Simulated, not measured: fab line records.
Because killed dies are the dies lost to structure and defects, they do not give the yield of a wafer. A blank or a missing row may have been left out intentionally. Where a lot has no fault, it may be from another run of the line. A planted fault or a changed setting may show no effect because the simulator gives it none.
Split-lot trial :: flow n5-finfet :: 21 wafers read from 7 lots, route of 1938 steps

THE SPLIT ITSELF
At N5_BEOL_M6_COAT_05 (resist thk 90 nm), the setting spin-rpm was moved away from the recipe's 1500 rpm on 7 of the 21 wafers read, by -11.0% to +6.5%. All remaining wafers had this setting at the recipe value.

FROM THE SPLIT TO THE READING: what the file shows between them, 4 steps
- N5_BEOL_M6_EBR_07
- N5_BEOL_M6_SOFTBAKE_06: time 60 s
- N5_BEOL_M6_EXPOSE_08: exposes mask M6
- N5_BEOL_M6_PEB_09: peb time 60 s

THE READING
CAR-ArF_of_BEOL_M6_COAT_05.thk-nm (the simulator's own value, which no gauge read), in nm, at N5_BEOL_M6_DEVELOP_10 (develop time 30 s). The file gives no usual value for it. Across the 14 wafers here that went through the recipe, the average is 88.4 nm and the standard deviation 0.24 nm.

wafer: L075.1
tool, chamber at the split: litho-track-01, 0
spin-rpm as run, rpm: 1337
against the recipe: -10.9%
CAR-ArF_of_BEOL_M6_COAT_05.thk-nm, nm: 93.4
against lot-mates on the recipe: +5.6

wafer: L075.3
tool, chamber at the split: litho-track-01, 0
spin-rpm as run, rpm: 1337
against the recipe: -10.9%
CAR-ArF_of_BEOL_M6_COAT_05.thk-nm, nm: 93.4
against lot-mates on the recipe: +5.6

wafer: L075.2
tool, chamber at the split: litho-track-01, 0
spin-rpm as run, rpm: 1500
against the recipe: recipe
CAR-ArF_of_BEOL_M6_COAT_05.thk-nm, nm: 87.8
against lot-mates on the recipe: -

wafer: L081.1
tool, chamber at the split: litho-track-02, 0
spin-rpm as run, rpm: 1500
against the recipe: recipe
CAR-ArF_of_BEOL_M6_COAT_05.thk-nm, nm: 88.6
against lot-mates on the recipe: -

wafer: L081.2
tool, chamber at the split: litho-track-02, 0
spin-rpm as run, rpm: 1500
against the recipe: recipe
CAR-ArF_of_BEOL_M6_COAT_05.thk-nm, nm: 88.2
against lot-mates on the recipe: -

wafer: L081.5
tool, chamber at the split: litho-track-02, 0
spin-rpm as run, rpm: 1500
against the recipe: recipe
CAR-ArF_of_BEOL_M6_COAT_05.thk-nm, nm: 88.4
against lot-mates on the recipe: -

wafer: L082.1
tool, chamber at the split: litho-track-04, 0
spin-rpm as run, rpm: 1500
against the recipe: recipe
CAR-ArF_of_BEOL_M6_COAT_05.thk-nm, nm: 88.6
against lot-mates on the recipe: -

wafer: L082.2
tool, chamber at the split: litho-track-04, 0
spin-rpm as run, rpm: 1358
against the recipe: -9.5%
CAR-ArF_of_BEOL_M6_COAT_05.thk-nm, nm: 93.2
against lot-mates on the recipe: +4.6

wafer: L082.5
tool, chamber at the split: litho-track-04, 0
spin-rpm as run, rpm: 1358
against the recipe: -9.5%
CAR-ArF_of_BEOL_M6_COAT_05.thk-nm, nm: 93.4
against lot-mates on the recipe: +4.8

wafer: L084.3
tool, chamber at the split: litho-track-04, 0
spin-rpm as run, rpm: 1597
against the recipe: +6.5%
CAR-ArF_of_BEOL_M6_COAT_05.thk-nm, nm: 86
against lot-mates on the recipe: -2.6

wafer: L084.5
tool, chamber at the split: litho-track-04, 0
spin-rpm as run, rpm: 1500
against the recipe: recipe
CAR-ArF_of_BEOL_M6_COAT_05.thk-nm, nm: 88.6
against lot-mates on the recipe: -

wafer: L084.6
tool, chamber at the split: litho-track-04, 0
spin-rpm as run, rpm: 1500
against the recipe: recipe
CAR-ArF_of_BEOL_M6_COAT_05.thk-nm, nm: 88.6
against lot-mates on the recipe: -

wafer: L096.2
tool, chamber at the split: litho-track-04, 0
spin-rpm as run, rpm: 1500
against the recipe: recipe
CAR-ArF_of_BEOL_M6_COAT_05.thk-nm, nm: 88.6
against lot-mates on the recipe: -

wafer: L096.3
tool, chamber at the split: litho-track-04, 0
spin-rpm as run, rpm: 1500
against the recipe: recipe
CAR-ArF_of_BEOL_M6_COAT_05.thk-nm, nm: 88.4
against lot-mates on the recipe: -

wafer: L096.4
tool, chamber at the split: litho-track-04, 0
spin-rpm as run, rpm: 1500
against the recipe: recipe
CAR-ArF_of_BEOL_M6_COAT_05.thk-nm, nm: 88.4
against lot-mates on the recipe: -

wafer: L094.3
tool, chamber at the split: litho-track-01, 0
spin-rpm as run, rpm: 1500
against the recipe: recipe
CAR-ArF_of_BEOL_M6_COAT_05.thk-nm, nm: 88.2
against lot-mates on the recipe: -

wafer: L094.4
tool, chamber at the split: litho-track-01, 0
spin-rpm as run, rpm: 1500
against the recipe: recipe
CAR-ArF_of_BEOL_M6_COAT_05.thk-nm, nm: 88.4
against lot-mates on the recipe: -

wafer: L094.5
tool, chamber at the split: litho-track-01, 0
spin-rpm as run, rpm: 1500
against the recipe: recipe
CAR-ArF_of_BEOL_M6_COAT_05.thk-nm, nm: 88
against lot-mates on the recipe: -

wafer: L097.3
tool, chamber at the split: litho-track-04, 0
spin-rpm as run, rpm: 1335
against the recipe: -11.0%
CAR-ArF_of_BEOL_M6_COAT_05.thk-nm, nm: 94.2
against lot-mates on the recipe: +5.8

wafer: L097.5
tool, chamber at the split: litho-track-04, 0
spin-rpm as run, rpm: 1500
against the recipe: recipe
CAR-ArF_of_BEOL_M6_COAT_05.thk-nm, nm: 88.4
against lot-mates on the recipe: -

wafer: L097.6
tool, chamber at the split: litho-track-04, 0
spin-rpm as run, rpm: 1335
against the recipe: -11.0%
CAR-ArF_of_BEOL_M6_COAT_05.thk-nm, nm: 94.4
against lot-mates on the recipe: +6.0

THE FIT
A straight line over all 21 wafers: CAR-ArF_of_BEOL_M6_COAT_05.thk-nm changes by -0.491 nm for each +1% of spin-rpm; r = -0.99; the points scatter about the line by 0.34 nm.
The same after taking each lot's own level away (the mean of its wafers on the recipe; 21 wafers): -0.506 nm for each +1%; r = -1.00; scatter 0.21 nm.
Per that fit: largest spin-rpm move, reading shift of 5.6 nm.
From 87.80 to 88.60 nm: that is the span of the lots' own levels, equal to 3.4 times the standard deviation above.
So the lot-to-lot level changes the slope little: the two slopes agree.
Check: +5.59 nm against its lot-mates is what the line predicts for one of the wafers moved furthest among these (-11.0%) when that wafer is left out of the fit. Against them it came out at +5.8 nm.

FURTHER SPLITS ON THESE WAFERS
Other splits were also applied to these wafers ahead of the reading. Each is held against what the fit with the lots' levels taken away leaves over:
other split on the same wafers: N5_BEOL_M5_ETCH_72 bias-w
wafers away from the commonest value: 4
r with CAR-ArF_of_BEOL_M6_COAT_05.thk-nm (lot level and that fit taken away): +0.08

other split on the same wafers: N5_BEOL_M6_ILD_DEP_00 time-s
wafers away from the commonest value: 6
r with CAR-ArF_of_BEOL_M6_COAT_05.thk-nm (lot level and that fit taken away): +0.28

THE WHOLE CHAIN: every reading that the file lists as answering this split, in the file's order
step: N5_BEOL_M6_COAT_05
what it does: resist thk 90 nm
reading: CAR-ArF_of_BEOL_M6_COAT_05.thk-nm (the simulator's own value, which no gauge read)
change (the file's fit): -0.498 nm for each +1% of the setting
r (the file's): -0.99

step: N5_BEOL_M6_DEVELOP_10
what it does: develop time 30 s
reading: CAR-ArF_of_BEOL_M6_COAT_05.thk-nm (the simulator's own value, which no gauge read)
change (the file's fit): -0.505 nm for each +1% of the setting
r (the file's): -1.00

THE FILE'S OWN FIT
CAR-ArF_of_BEOL_M6_COAT_05.thk-nm changes by -0.505 nm for each +1% of spin-rpm, r = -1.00.
